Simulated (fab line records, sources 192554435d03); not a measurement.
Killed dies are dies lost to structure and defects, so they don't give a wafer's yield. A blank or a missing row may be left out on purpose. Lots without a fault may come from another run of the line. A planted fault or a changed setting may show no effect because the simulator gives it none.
Which tool did it? | flow n5_finfet | 9 lots, 27 wafers sampled, at 5 steps of a route of 1938

WHAT THE GAUGES READ, wafer by wafer
N5_MOL_CONTACT_COAG_THK_MEAS_53.
lot  | measured     | on            | VIA_MOL_THK (nm)
L993 | day 6 00:52  | film_metro-02 | 44.4 43.9 44.8
L994 | day 6 14:34  | film_metro-01 | 43.3 44.2 43.7
L996 | day 6 19:01  | film_metro-02 | 44.5 44.0 44.5
L997 | day 7 00:26  | film_metro-01 | 43.8 44.7 45.0
L100 | day 7 23:14  | film_metro-02 | 44.2 44.8 44.8
L101 | day 8 12:08  | film_metro-02 | 45.8 46.2 46.1
L102 | day 8 12:46  | film_metro-02 | 45.3 45.8 45.8
L110 | day 10 04:38 | film_metro-01 | 43.3 43.4 44.5
L113 | day 11 06:20 | film_metro-01 | 44.6 44.1 44.6

WHICH TOOL RAN EACH LOT (tool, then ch and the chambers of the sampled wafers, then the start)
lot  | N5_MOL_CONTACT_COAG_STRIP_98       | N5_MOL_CONTACT_COAG_ALD_20          | N5_MOL_CONTACT_COAG_CMP_23    | N5_MOL_CONTACT_COAG_PECVD_31
L993 | rie_diel-06 ch 0,2, day 5 10:18    | ald_metal-01 ch 0,2,3, day 5 11:53  | cmp-04 ch 2,3, day 5 18:07    | pecvd-04 ch 0,1,2, day 5 21:19
L994 | rie_diel-06 ch 0,1,3, day 5 23:12  | ald_metal-03 ch 1,2,3, day 5 23:56  | cmp-02 ch 0,2, day 6 07:17    | pecvd-04 ch 0,2, day 6 10:31
L996 | rie_diel-02 ch 0,2, day 6 05:28    | ald_metal-03 ch 1,3, day 6 07:02    | cmp-04 ch 0,2,3, day 6 11:41  | pecvd-02 ch 0,1, day 6 15:13
L997 | rie_diel-02 ch 0,3, day 6 11:47    | ald_metal-04 ch 0,2, day 6 12:26    | cmp-02 ch 1,2,3, day 6 17:22  | pecvd-02 ch 0,1,2, day 6 20:38
L100 | rie_diel-02 ch 0,1,2, day 7 10:43  | ald_metal-03 ch 0,2,3, day 7 11:22  | cmp-02 ch 1,2,3, day 7 16:22  | pecvd-02 ch 0,1, day 7 19:49
L101 | rie_diel-06 ch 0,2, day 7 18:38    | ald_metal-04 ch 0,1,3, day 7 20:11  | cmp-03 ch 0,1, day 8 04:53    | pecvd-02 ch 0,2, day 8 08:07
L102 | rie_diel-02 ch 0,2,3, day 7 19:37  | ald_metal-03 ch 0,1,3, day 7 20:19  | cmp-04 ch 0,1,3, day 8 05:03  | pecvd-02 ch 0,1,2, day 8 08:21
L110 | rie_diel-02 ch 1,2,3, day 9 17:10  | ald_metal-01 ch 0,1,3, day 9 18:08  | cmp-04 ch 1,2,3, day 9 21:40  | pecvd-03 ch 0,1,2, day 10 00:53
L113 | rie_diel-06 ch 0,1,3, day 10 16:32 | ald_metal-01 ch 1,2,3, day 10 17:29 | cmp-03 ch 1,2,3, day 10 21:59 | pecvd-04 ch 0,1,2, day 11 02:22
- N5_MOL_CONTACT_COAG_STRIP_98: strips in N2/H2.
- N5_MOL_CONTACT_COAG_ALD_20: deposits TiN, target thk 1.5 nm, pulse time 1 s, purge time 3 s.
- N5_MOL_CONTACT_COAG_CMP_23: polishes, stops on SiO2, t overpolish 1.5 s, target thk 0 nm.
- N5_MOL_CONTACT_COAG_PECVD_31: deposits SiO2 from TEOS/O2, target thk 46 nm, time 8.9 s.

THE ANSWER, worked out from the rows above alone
Rule: what is usual is taken from the lots themselves. Put in order of their means at a reading, lots are off if they are a third of the lots or fewer, leave a main group of 4 or more, and stand apart from it by a gap of 3 or more times the standard deviation of the main group's means; of several such gaps the widest counts. A main group whose means are all the same, to the digits that the tables above print for the reading, isn't used. A lot without any number at a reading at which 4 lots or more have one is off too. The other lots that the step has rows for count as sound.
Off: L101, L102, at N5_MOL_CONTACT_COAG_THK_MEAS_53 (VIA_MOL_THK). The main group: mean 44.2 nm, standard deviation 0.33.
A tool fits if, at a process step before that reading, it ran every lot that is off, and no sound lot after the first of them. The gauges at N5_MOL_CONTACT_COAG_THK_MEAS_53 are tried like those tools. Can't be told from this: 2 tools fit, pecvd-02 at N5_MOL_CONTACT_COAG_PECVD_31, film_metro-02 at N5_MOL_CONTACT_COAG_THK_MEAS_53.

WHAT THE SIMULATOR HAD PUT IN
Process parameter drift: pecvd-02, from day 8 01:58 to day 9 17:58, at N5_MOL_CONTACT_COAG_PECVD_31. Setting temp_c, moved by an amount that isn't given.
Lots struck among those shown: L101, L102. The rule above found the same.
